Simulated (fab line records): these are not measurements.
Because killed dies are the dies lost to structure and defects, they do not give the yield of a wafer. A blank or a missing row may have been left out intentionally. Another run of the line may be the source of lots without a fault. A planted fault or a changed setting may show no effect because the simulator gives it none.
fab line records	flow n5_finfet
record lots=10	wafers=30	last_day=18
route steps=1938 shown WELL_APT@43 PMOS_HMC_CHANNEL_EPI@66 BEOL_M4@1111 PASSIVATION@1936
lots with no fault: from the same line, run without faults
start_h: hours from the record's opening day to when the first of the lot's shown wafers began	wait_h: time in hours since the lot's previous step	" repeats the value in the row above	L1.1+2: a row that stands for several wafers	- value missing, or start not given	* or withheld: withheld	< > ~ a bound
route shown NAME@n: names a module that has steps shown in the file, with the first one's number in the route	usual: mean/standard deviation of fault-free wafers	same: alike in all rows	chamber/n: place in a boat	sites: each site's reading	_std_site: how widely they spread, as a standard deviation	_edge_site: outer sites' mean less inner sites'	radius_mm: how far each site lies from the wafer's centre	mask NAME#n: copy n	behind: the tool/chamber that last shaped the wafer	hold: why the lot was held/for how many hours/how that ended	device: names the non-switching transistor (n, p or np)	end of line: tests run on the same wafers once the route is complete	step lacking rows: just its recipe	killed: dies that structure and defects cost at the first sort, which is not the same as the wafer's yield	map: the dies of a wafer, with x for killed, . for not killed, _ for no die there
set.NAME: the setting that was run; set.NAME@STEP: the one run at that earlier step	model.NAME: the simulator's own value behind a step, which no gauge read
one table for each step of the route and one row for each wafer, over a sample of lots
services: when a tool's chamber went out of use (start_h, in hours from the record's first day, below 0 if earlier), for how many hours, and the reason
## steps
# step N5_WELL_APT_CD_MEAS_25
# recipe target_cd_nm=200	landing_energy_ev=500	detector=se_inlens
# usual cd_nm=200.6/2.1
lot.wafer	tool	chamber	start_h	wait_h	cd_nm
L747.1	cd_sem-01	0	15.55	-	200.7
L747.3	"	0	"	"	199.7
L747.4	"	0	"	"	200.6
L748.2	cd_sem-03	0	21.10	-	200.4
L748.5	"	0	"	"	197.8
L748.6	"	0	"	"	199.6
L749.1	cd_sem-01	0	27.18	-	200.5
L749.2	"	0	"	"	204.0
L749.4	"	0	"	"	200.8
L752.1	cd_sem-03	0	44.82	-	198.9
L752.3	"	0	"	"	201.1
L752.4	"	0	"	"	202.0
L756.1	cd_sem-03	0	69.57	-	201.9
L756.4	"	0	"	"	202.5
L756.5	"	0	"	"	203.1
L757.1	cd_sem-01	0	74.85	-	199.8
L757.5	"	0	"	"	200.0
L757.6	"	0	"	"	196.7
L763.2	cd_sem-02	0	110.81	-	198.8
L763.3	"	0	"	"	196.7
L763.5	"	0	"	"	200.6
L764.3	cd_sem-03	0	116.89	-	202.9
L764.4	"	0	"	"	201.2
L764.5	"	0	"	"	204.8
L768.1	cd_sem-02	0	140.85	-	199.5
L768.4	"	0	"	"	197.6
L768.6	"	0	"	"	200.5
L769.2	cd_sem-01	0	147.03	-	200.7
L769.4	"	0	"	"	198.4
L769.5	"	0	"	"	202.3
# step N5_WELL_APT_EPI_41
# recipe material=Si	target_thk_a=500	temp_c=650	precursor=SiH4/H2	pressure_torr=20	time_s=297.7
# usual chamber_pressure_Torr=20.00/0.042	susceptor_temp_C_max=651.8/0.64	throttle_valve_pct=11.33/0.16
lot.wafer	tool	chamber	start_h	wait_h	chamber_pressure_Torr	susceptor_temp_C_max	throttle_valve_pct
L747.1	epi_rpcvd-01	0	16.64	0.0	19.97	653.2	11.40
L747.3	"	0	"	"	20.01	653.0	11.61
L747.4	"	0	"	"	20.02	652.6	11.12
L748.2	epi_rpcvd-04	0	22.48	0.1	20.00	650.9	11.38
L748.5	"	0	"	"	20.04	651.4	11.57
L748.6	"	0	"	"	20.00	651.8	11.38
L749.1	epi_rpcvd-04	0	28.46	0.0	20.00	651.3	11.35
L749.2	"	0	"	"	20.07	651.0	11.34
L749.4	"	0	"	"	20.00	651.4	11.30
L752.1	epi_rpcvd-04	0	45.95	0.0	19.97	651.5	11.46
L752.3	"	0	"	"	20.09	651.6	11.19
L752.4	"	0	"	"	20.04	650.9	11.24
L756.1	epi_rpcvd-03	0	70.92	0.0	19.98	651.2	11.06
L756.4	"	0	"	"	19.99	651.8	11.31
L756.5	"	0	"	"	20.01	651.1	11.03
L757.1	epi_rpcvd-01	0	76.08	0.0	20.02	652.9	11.12
L757.5	"	0	"	"	20.05	652.7	11.33
L757.6	"	0	"	"	20.07	652.0	11.48
L763.2	epi_rpcvd-01	0	112.12	0.1	20.07	652.9	11.27
L763.3	"	0	"	"	20.02	653.0	11.41
L763.5	"	0	"	"	20.06	652.4	11.21
L764.3	epi_rpcvd-03	0	118.24	0.3	20.00	651.8	11.32
L764.4	"	0	"	"	19.99	651.6	11.34
L764.5	"	0	"	"	19.96	651.7	11.19
L768.1	epi_rpcvd-03	0	142.56	0.0	20.01	651.0	11.38
L768.4	"	0	"	"	20.06	651.8	11.07
L768.6	"	0	"	"	19.99	650.6	11.64
L769.2	epi_rpcvd-01	0	148.36	0.2	20.03	652.8	11.61
L769.4	"	0	"	"	20.06	652.9	11.24
L769.5	"	0	"	"	20.00	652.0	11.47
# step N5_PMOS_HMC_CHANNEL_EPI_OVL_MEAS_10
# recipe points_per_wafer=44
# usual PMOS_HMC_BLK_OVL=0.3/0.8
lot.wafer	tool	chamber	start_h	wait_h	PMOS_HMC_BLK_OVL[nm]
L747.1	overlay-02	0	17.75	0.0	0.6
L747.3	"	0	"	"	0.7
L747.4	"	0	"	"	0.8
L748.2	overlay-01	0	23.49	0.0	-0.8
L748.5	"	0	"	"	0.0
L748.6	"	0	"	"	-1.4
L749.1	overlay-01	0	29.57	0.0	1.0
L749.2	"	0	"	"	0.9
L749.4	"	0	"	"	0.9
L752.1	overlay-01	0	47.13	0.0	-0.4
L752.3	"	0	"	"	-1.5
L752.4	"	0	"	"	0.6
L756.1	overlay-01	0	72.23	0.0	-0.6
L756.4	"	0	"	"	0.3
L756.5	"	0	"	"	-0.9
L757.1	overlay-01	0	77.19	0.0	1.7
L757.5	"	0	"	"	0.6
L757.6	"	0	"	"	-0.1
L763.2	overlay-01	0	113.00	0.0	0.5
L763.3	"	0	"	"	-0.2
L763.5	"	0	"	"	0.3
L764.3	overlay-01	0	119.29	0.0	0.8
L764.4	"	0	"	"	-0.8
L764.5	"	0	"	"	0.4
L768.1	overlay-01	0	143.67	0.0	0.3
L768.4	"	0	"	"	-0.2
L768.6	"	0	"	"	-0.1
L769.2	overlay-01	0	149.54	0.0	-0.2
L769.4	"	0	"	"	0.0
L769.5	"	0	"	"	-2.1
# step N5_PMOS_HMC_CHANNEL_EPI_ETCH_32
# recipe chemistry=N2/H2	target=BARC	stop_on=SiO2	target_depth_a=858	over_etch_frac=0.3	time_s=50.3	ion_energy_ev=200	mask_material=CAR-ArF-block	pressure_mtorr=30	source_w=840	bias_w=150	n2_flow_sccm=200	h2_flow_sccm=200
# usual drypump_motor_current_A=5.8/0.43	oes_product_au=0.67/0.057	over_etch_frac=0.3/0	rf_fwd_power_W=832/3.3	rf_vpp_V=524.0/2.5	showerhead_plenum_p_Torr=2.55/0.091	throttle_valve_pct=18.03/0.23
lot.wafer	tool	chamber	start_h	wait_h	drypump_motor_current_A	oes_product_au	over_etch_frac	rf_fwd_power_W	rf_hours_counter_h	rf_vpp_V	showerhead_plenum_p_Torr	throttle_valve_pct
L747.1	rie_diel-05	0	17.84	0.0	6.8	0.77	0.3	835	47	527.2	2.69	17.58
L747.3	"	1	"	"	5.4	0.70	0.3	826	86	523.2	2.45	17.66
L747.4	"	2	"	"	5.1	0.58	0.3	835	238	524.0	2.52	18.49
L748.2	rie_diel-03	1	23.58	0.0	6.1	0.66	0.3	830	128	523.1	2.55	17.82
L748.5	"	0	"	"	5.9	0.74	0.3	831	-	526.0	2.59	17.91
L748.6	"	1	"	"	6.1	0.67	0.3	830	-	523.3	2.54	17.81
L749.1	rie_diel-06	0	29.66	0.0	5.8	0.62	0.3	828	194	526.9	2.63	18.32
L749.2	"	3	"	"	5.9	0.78	0.3	835	33	522.7	2.50	17.84
L749.4	"	1	"	"	6.3	0.69	0.3	832	105	527.5	2.69	18.39
L752.1	rie_diel-06	0	47.22	0.0	5.8	0.62	0.3	827	199	525.1	2.62	18.30
L752.3	"	2	"	"	5.4	0.64	0.3	828	191	520.1	2.41	18.01
L752.4	"	1	"	"	6.3	0.69	0.3	833	111	528.1	2.69	18.41
L756.1	rie_diel-06	3	72.35	0.0	5.9	0.69	0.58492	838	46	522.9	2.49	17.82
L756.4	"	2	"	"	5.4	0.57	0.58492	833	198	520.2	2.41	18.00
L756.5	"	0	"	"	5.9	0.56	0.58492	832	-	528.0	2.62	18.30
L757.1	rie_diel-06	0	77.28	0.0	5.8	0.55	0.58492	836	207	525.8	2.62	18.29
L757.5	"	0	"	"	5.8	0.55	0.58492	832	-	525.6	2.62	18.31
L757.6	"	3	"	"	5.9	0.68	0.58492	835	-	522.1	2.49	17.84
L763.2	rie_diel-03	2	113.41	0.0	6.1	0.62	0.3	832	206	526.1	2.63	18.10
L763.3	"	3	"	"	5.6	0.63	0.3	834	169	523.9	2.53	17.88
L763.5	"	2	"	"	6.1	0.63	0.3	832	-	525.1	2.63	18.10
L764.3	rie_diel-03	3	119.38	0.0	5.7	0.64	0.3	831	171	522.9	2.53	17.90
L764.4	"	0	"	"	5.9	0.70	0.3	831	-	523.0	2.58	17.94
L764.5	"	2	"	"	6.1	0.62	0.3	829	-	525.6	2.63	18.09
L768.1	rie_diel-06	0	143.77	0.0	5.8	0.60	0.3	825	227	526.3	2.61	18.35
L768.4	"	2	"	"	5.4	0.62	0.3	829	222	519.3	2.40	18.04
L768.6	"	3	"	"	5.9	0.74	0.3	836	-	522.6	2.49	17.90
L769.2	rie_diel-03	2	149.87	0.0	6.1	0.62	0.3	828	218	525.7	2.62	18.13
L769.4	"	3	"	"	5.6	0.63	0.3	829	180	524.3	2.53	17.88
L769.5	"	3	"	"	5.6	0.62	0.3	829	-	521.6	2.53	17.89
# step N5_BEOL_M4_RC_MEAS_101
# usual DIBL_N=36.1/1.6	DIBL_P=35.8/2.1	IOFF_N=0.16/0.031	IOFF_P=0.21/0.034	ION_N=673/12	ION_P=461/7.2	SS_N=71.4/0.59	SS_P=73.3/0.63	VT_N=250/3.1	VT_P=-250/3.3
lot.wafer	tool	chamber	start_h	wait_h	DIBL_N[mV/V]	DIBL_P[mV/V]	IOFF_N[nA/um]	IOFF_P[nA/um]	ION_N[uA/um]	ION_P[uA/um]	SS_N[mV/dec]	SS_P[mV/dec]	VT_N[mV]	VT_P[mV]
L747.1	prober-02	0	175.25	0.0	36.1	36.1	0.17	0.21	676	463	71.7	73.4	248	-253
L747.3	"	0	"	"	36.0	35.6	0.16	0.21	670	457	71.8	73.3	249	-250
L747.4	"	0	"	"	36.9	36.0	0.17	0.21	689	465	71.4	74.3	247	-252
L748.2	prober-01	0	175.52	0.2	35.3	35.4	0.15	0.19	674	457	71.6	73.0	249	-251
L748.5	"	0	"	"	38.5	38.8	0.21	0.24	687	461	72.6	73.6	245	-249
L748.6	"	0	"	"	36.4	37.1	0.16	0.23	674	465	71.7	73.4	250	-247
L749.1	prober-02	0	186.04	0.0	34.3	33.2	0.11	0.15	661	454	71.0	72.4	254	-255
L749.2	"	0	"	"	35.6	35.8	0.13	0.19	663	458	70.2	73.4	251	-254
L749.4	"	0	"	"	35.1	33.9	0.12	0.16	661	460	71.0	72.8	254	-254
L752.1	prober-01	0	202.86	0.0	39.2	40.4	0.20	0.27	688	470	71.9	74.5	246	-246
L752.3	"	0	"	"	37.8	38.3	0.17	0.25	676	465	71.4	74.2	248	-245
L752.4	"	0	"	"	38.8	38.2	0.19	0.24	675	461	72.3	73.5	252	-248
L756.1	prober-02	0	233.51	0.0	37.3	37.4	0.17	0.23	678	468	71.3	73.4	246	-247
L756.4	"	0	"	"	36.4	35.5	0.14	0.18	667	453	70.6	73.6	251	-253
L756.5	"	0	"	"	36.4	36.1	0.15	0.21	668	454	70.6	73.7	251	-251
L757.1	prober-01	0	234.95	0.0	35.4	36.1	0.14	0.17	667	452	71.0	73.5	253	-256
L757.5	"	0	"	"	35.0	35.7	0.14	0.17	676	460	71.0	72.2	251	-255
L757.6	"	0	"	"	35.7	36.6	0.14	0.18	664	452	71.4	73.3	254	-255
L763.2	prober-01	0	274.79	0.2	39.4	40.5	0.22	0.24	695	470	71.8	73.8	246	-250
L763.3	"	0	"	"	37.6	38.6	0.17	0.22	674	462	71.2	73.7	247	-251
L763.5	"	0	"	"	39.6	40.6	0.23	0.25	690	462	71.9	74.8	245	-252
L768.1	prober-01	0	300.74	0.0	36.8	35.8	0.18	0.22	676	465	71.4	73.6	247	-247
L768.4	"	0	"	"	38.2	38.7	0.21	0.29	685	469	72.2	74.5	244	-246
L768.6	"	0	"	"	37.3	36.1	0.17	0.23	675	462	71.9	73.7	249	-249
L769.2	prober-02	0	301.17	0.2	33.8	31.7	0.11	0.18	650	464	70.8	71.4	253	-249
L769.4	"	0	"	"	39.8	39.0	0.26	0.31	699	474	71.7	73.9	241	-241
L769.5	"	0	"	"	37.5	36.7	0.18	0.27	690	471	71.7	73.3	244	-244
L764.3	prober-01	0	320.46	0.3	36.0	35.9	0.17	0.24	672	463	71.7	73.3	250	-246
L764.4	"	0	"	"	35.1	33.0	0.16	0.19	687	470	71.0	72.7	248	-250
L764.5	"	0	"	"	37.1	36.0	0.18	0.23	669	461	71.3	73.4	246	-248
# step N5_PASSIVATION_PROBE_49
# usual defect_limited_yield=91.0/1.5	killed_at_M0_to_M3=35/11	killed_at_M4_up=13/6	killed_at_contacts=14/6.5	killed_at_front_end=40/12	killed_at_other=4/3.4	killed_dies=106/18	killed_open=68/14	killed_short=35/7.7	sort_bin_5_function=5.2/0.98	sort_bin_6_memory=3.4/0.72	sort_n_pass=1074/18	sort_yield_pct=91.0/1.5
# same gross_dies=1180	killed_at_back_side=0	sort_bin_4_leakage[%]=0	sort_bin_8_speed[%]=0
lot.wafer	tool	chamber	start_h	wait_h	defect_limited_yield[%]	killed_at_M0_to_M3	killed_at_M4_up	killed_at_contacts	killed_at_front_end	killed_at_other	killed_dies	killed_open	killed_short	sort_bin_5_function[%]	sort_bin_6_memory[%]	sort_n_pass	sort_yield_pct[%]
L748.2	prober-01	-	286.47	0.1	91.6	40	11	14	33	1	99	70	29	4.8	3.5	1081	91.6
L748.5	prober-01	-	286.62	0.2	91.7	35	7	9	40	7	98	65	33	4.7	3.4	1082	91.7
L748.6	prober-01	-	286.67	0.3	92.4	34	7	4	42	3	90	59	27	4.7	2.8	1090	92.4
L747.1	prober-02	-	289.74	0.0	90.2	35	21	8	49	3	116	69	39	6.8	2.9	1064	90.2
L747.3	prober-02	-	289.84	0.1	90.2	42	12	8	48	6	116	78	36	6.1	3.2	1064	90.2
L747.4	prober-02	-	289.89	0.2	89.8	37	16	16	49	2	120	83	34	6.4	3.5	1060	89.8
L749.1	prober-02	-	292.65	0.0	92.4	22	7	11	42	8	90	61	29	4.2	3.1	1090	92.4
L749.2	prober-02	-	292.70	0.1	89.2	50	7	16	53	1	127	81	43	6.8	3.7	1053	89.2
L749.4	prober-02	-	292.80	0.2	91.5	34	12	13	38	3	100	62	32	4.7	3.5	1080	91.5
L752.1	prober-01	-	301.67	0.0	89.7	43	15	19	42	3	122	76	46	6.0	3.8	1058	89.7
L752.3	prober-01	-	301.77	0.1	93.0	31	9	13	27	3	83	52	30	3.8	3.0	1097	93.0
L752.4	prober-01	-	301.82	0.2	90.8	34	19	13	35	7	108	64	44	4.6	4.2	1072	90.8
L756.1	prober-01	-	345.05	0.0	92.5	34	11	5	33	5	88	48	40	4.2	3.1	1092	92.5
L756.4	prober-01	-	345.20	0.2	91.2	36	14	16	37	1	104	69	34	5.4	3.1	1076	91.2
L756.5	prober-01	-	345.25	0.2	91.0	29	19	31	26	1	106	69	36	5.4	3.2	1074	91.0
L763.2	prober-01	-	379.59	0.1	90.3	58	16	13	27	1	115	66	46	5.4	3.7	1065	90.3
L763.3	prober-01	-	379.64	0.1	94.2	25	13	9	22	0	69	43	23	3.6	2.0	1111	94.2
L763.5	prober-01	-	379.74	0.2	90.4	28	28	12	43	2	113	70	38	5.6	3.2	1067	90.4
L764.3	prober-02	-	425.48	0.1	89.2	38	35	15	39	0	127	91	33	6.8	3.6	1053	89.2
L764.4	prober-02	-	425.53	0.2	91.0	37	19	10	36	4	106	76	29	5.1	3.8	1074	91.0
L764.5	prober-02	-	425.58	0.2	87.9	58	23	12	49	1	143	102	34	7.5	4.0	1037	87.9
# killed by level:class
L748.2 BEOL_M3:geometric_particle:open=11 MOL_CONTACT_COAG:geometric_particle:open=10 BEOL_M2:geometric_particle:open=8 FIN_SAQP:geometric_particle:open=7 BEOL_M0_SAQP:geometric_particle:short=7 BEOL_M4:geometric_particle:open=5 STARTING-WAFER:geometric_particle:open=5 FIN_SAQP:geometric_particle:short=4
L748.5 BEOL_M0_SAQP:geometric_particle:open=14 FIN_SAQP:geometric_particle:open=10 MOL_CONTACT_COAG:geometric_particle:open=9 GATE_CUT:geometric_particle:short=7 BEOL_M0_SAQP:geometric_particle:short=7 BEOL_M3:geometric_particle:open=7 STI_FIN_REVEAL:geometric_particle:open=6 ILD0:geometric_particle:short=4
L748.6 FIN_SAQP:geometric_particle:open=14 STI_FIN_REVEAL:geometric_particle:open=9 BEOL_M0_SAQP:geometric_particle:open=9 BEOL_M3:geometric_particle:open=8 FIN_SAQP:geometric_particle:short=6 BEOL_M0_SAQP:geometric_particle:short=6 MOL_CONTACT_COAG:geometric_particle:open=4 BEOL_M1:geometric_particle:open=4
L747.1 STI_FIN_REVEAL:geometric_particle:open=14 FIN_SAQP:geometric_particle:short=10 BEOL_M3:geometric_particle:open=9 FIN_SAQP:geometric_particle:open=8 MOL_CONTACT_COAG:geometric_particle:open=7 BEOL_M2:geometric_particle:open=5 BEOL_M0_SAQP:geometric_particle:short=5 STARTING-WAFER:geometric_particle:short=5
L747.3 STI_FIN_REVEAL:geometric_particle:open=21 BEOL_M2:geometric_particle:open=11 FIN_SAQP:geometric_particle:short=9 BEOL_M0_SAQP:geometric_particle:open=8 STI_FIN_REVEAL:geometric_particle:short=6 BEOL_M1:geometric_particle:open=6 BEOL_M3:geometric_particle:open=6 MOL_CONTACT_COAG:geometric_particle:open=5
L747.4 STI_FIN_REVEAL:geometric_particle:open=16 MOL_CONTACT_COAG:geometric_particle:open=12 FIN_SAQP:geometric_particle:open=10 BEOL_M3:geometric_particle:open=9 FIN_SAQP:geometric_particle:short=7 BEOL_M2:geometric_particle:open=7 BEOL_M0_SAQP:geometric_particle:short=6 BEOL_M0_SAQP:geometric_particle:open=6
L749.1 FIN_SAQP:geometric_particle:open=15 MOL_CONTACT_COAG:geometric_particle:open=9 BEOL_M0_SAQP:geometric_particle:short=8 DUMMY_GATE:geometric_particle:open=7 BEOL_M2:geometric_particle:open=7 FIN_SAQP:geometric_particle:short=5 BEOL_M0_SAQP:geometric_particle:open=5 STI_FIN_REVEAL:geometric_particle:open=4
L749.2 BEOL_M0_SAQP:geometric_particle:open=15 MOL_CONTACT_COAG:geometric_particle:open=14 STI_FIN_REVEAL:geometric_particle:open=13 GATE_CUT:geometric_particle:short=13 BEOL_M2:geometric_particle:open=13 STI_FIN_REVEAL:geometric_particle:short=7 BEOL_M0_SAQP:geometric_particle:short=6 BEOL_M2:geometric_particle:short=6
L749.4 FIN_SAQP:geometric_particle:open=15 BEOL_M2:geometric_particle:open=11 MOL_CONTACT_COAG:geometric_particle:open=9 BEOL_M0_SAQP:geometric_particle:short=8 BEOL_M0_SAQP:geometric_particle:open=7 DUMMY_GATE:geometric_particle:open=5 BEOL_M2:geometric_particle:short=5 MOL_CONTACT_COAG:geometric_particle:short=4
L752.1 MOL_CONTACT_COAG:geometric_particle:open=12 BEOL_M2:geometric_particle:open=11 FIN_SAQP:geometric_particle:short=10 FIN_SAQP:geometric_particle:open=10 BEOL_M0_SAQP:geometric_particle:open=9 BEOL_M4:geometric_particle:open=9 BEOL_M1:geometric_particle:open=8 MOL_CONTACT_COAG:geometric_particle:short=7
L752.3 MOL_CONTACT_COAG:geometric_particle:open=10 FIN_SAQP:geometric_particle:short=9 BEOL_M2:geometric_particle:open=9 FIN_SAQP:geometric_particle:open=7 BEOL_M0_SAQP:geometric_particle:open=6 BEOL_M0_SAQP:geometric_particle:short=5 BEOL_M3:geometric_particle:open=5 MOL_CONTACT_COAG:geometric_particle:short=3
L752.4 FIN_SAQP:geometric_particle:open=12 FIN_SAQP:geometric_particle:short=12 MOL_CONTACT_COAG:geometric_particle:open=11 BEOL_M0_SAQP:geometric_particle:short=8 BEOL_M2:geometric_particle:open=8 BEOL_M1:geometric_particle:open=7 BEOL_M0_SAQP:geometric_particle:open=6 BEOL_M4:geometric_particle:open=6
L756.1 BEOL_M0_SAQP:geometric_particle:open=9 BEOL_M0_SAQP:geometric_particle:short=7 BEOL_M1:geometric_particle:open=7 FIN_SAQP:geometric_particle:short=6 STARTING-WAFER:geometric_particle:open=5 GATE_CUT:geometric_particle:short=4 STARTING-WAFER:geometric_particle:short=4 MOL_CONTACT_COAG:geometric_particle:open=3
L756.4 MOL_CONTACT_COAG:geometric_particle:open=13 BEOL_M3:geometric_particle:open=8 BEOL_M1:geometric_particle:short=8 SPACER0:geometric_particle:open=6 BEOL_M0_SAQP:geometric_particle:open=6 STARTING-WAFER:geometric_particle:open=6 STI_FIN_REVEAL:geometric_particle:open=5 BEOL_M0_SAQP:geometric_particle:short=5
L756.5 MOL_CONTACT_COAG:geometric_particle:open=24 BEOL_M0_SAQP:geometric_particle:short=10 BEOL_M0_SAQP:geometric_particle:open=8 GATE_CUT:geometric_particle:short=7 MOL_CONTACT_COAG:geometric_particle:short=7 GATE_CUT:geometric_particle:open=5 BEOL_M5:geometric_particle:open=5 FIN_SAQP:geometric_particle:open=4
L763.2 BEOL_M0_SAQP:geometric_particle:open=19 BEOL_M0_SAQP:geometric_particle:short=17 MOL_CONTACT_COAG:geometric_particle:open=10 BEOL_M4:geometric_particle:open=10 FIN_SAQP:geometric_particle:short=6 BEOL_M1:geometric_particle:open=5 BEOL_M3:geometric_particle:open=5 FIN_SAQP:geometric_particle:open=4
L763.3 BEOL_M0_SAQP:geometric_particle:open=8 MOL_CONTACT_COAG:geometric_particle:open=7 BEOL_M0_SAQP:geometric_particle:short=5 BEOL_M2:geometric_particle:open=5 STI_FIN_REVEAL:geometric_particle:open=4 GATE_CUT:geometric_particle:short=4 BEOL_M4:geometric_particle:open=3 BEOL_M1:geometric_particle:open=3
L763.5 FIN_SAQP:geometric_particle:short=14 BEOL_M4:geometric_particle:open=12 FIN_SAQP:geometric_particle:open=8 STI_FIN_REVEAL:geometric_particle:open=7 MOL_CONTACT_COAG:geometric_particle:open=7 BEOL_M0_SAQP:geometric_particle:short=7 BEOL_M0_SAQP:geometric_particle:open=6 MOL_CONTACT_COAG:geometric_particle:short=5
L764.3 BEOL_M4:geometric_particle:open=26 MOL_CONTACT_COAG:geometric_particle:open=13 FIN_SAQP:geometric_particle:short=9 BEOL_M0_SAQP:geometric_particle:open=8 BEOL_M3:geometric_particle:open=8 FIN_SAQP:geometric_particle:open=7 BEOL_M2:geometric_particle:open=7 BEOL_M3:geometric_particle:short=5
L764.4 BEOL_M4:geometric_particle:open=13 BEOL_M3:geometric_particle:open=12 FIN_SAQP:geometric_particle:open=8 MOL_CONTACT_COAG:geometric_particle:open=7 STI_FIN_REVEAL:geometric_particle:open=6 BEOL_M1:geometric_particle:open=6 BEOL_M2:geometric_particle:open=6 GATE_CUT:geometric_particle:short=5
L764.5 BEOL_M3:geometric_particle:open=20 BEOL_M4:geometric_particle:open=15 BEOL_M1:geometric_particle:open=12 MOL_CONTACT_COAG:geometric_particle:open=10 STI_FIN_REVEAL:geometric_particle:open=9 FIN_SAQP:geometric_particle:short=7 BEOL_M2:geometric_particle:open=7 DUMMY_GATE:geometric_particle:open=6
## services
tool	chamber	start_h	hours	kind
rie_diel-03	1	2.83	1.8	repair
rie_diel-06	3	7.12	14.0	repair
epi_rpcvd-01	-	27.91	28.1	pm
rie_diel-05	0	28.35	1.7	repair
rie_diel-05	1	44.15	5.6	repair
rie_diel-05	2	58.53	-	clean
rie_diel-05	2	58.53	-	consumable_replace:focus_ring
rie_diel-05	2	58.53	9.1	scheduled_down
rie_diel-05	2	58.53	9.1	vent_cycle
rie_diel-05	0	62.71	3.0	repair
rie_diel-06	1	79.24	2.5	repair
rie_diel-06	3	91.35	10.4	repair
epi_rpcvd-03	-	107.04	2.8	pm
rie_diel-03	1	111.25	11.3	repair
rie_diel-05	1	140.23	4.2	repair
rie_diel-05	0	144.19	3.1	repair
## key
first_sign step=N5_PMOS_HMC_CHANNEL_EPI_ETCH_32	reading=over_etch_frac	direction=up	sigmas=99+	usual=0.3	struck=0.58492
effect none on later readings
met_at N5_PMOS_HMC_CHANNEL_EPI_ETCH_32
struck_lots L756,L757
not_acting_at N5_WELL_APT_CD_MEAS_25,N5_WELL_APT_EPI_41,N5_PMOS_HMC_CHANNEL_EPI_OVL_MEAS_10
onset_between 47.22 72.35
fault kind=process_parameter_drift	tool=rie_diel-06	chamber=-	onset_h=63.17	steps=N5_PMOS_HMC_CHANNEL_EPI_ETCH_32	channel=over_etch_frac	offset=0.28492	shape=step	end_h=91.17	acts_in=these_recipes_only	stated=0.3
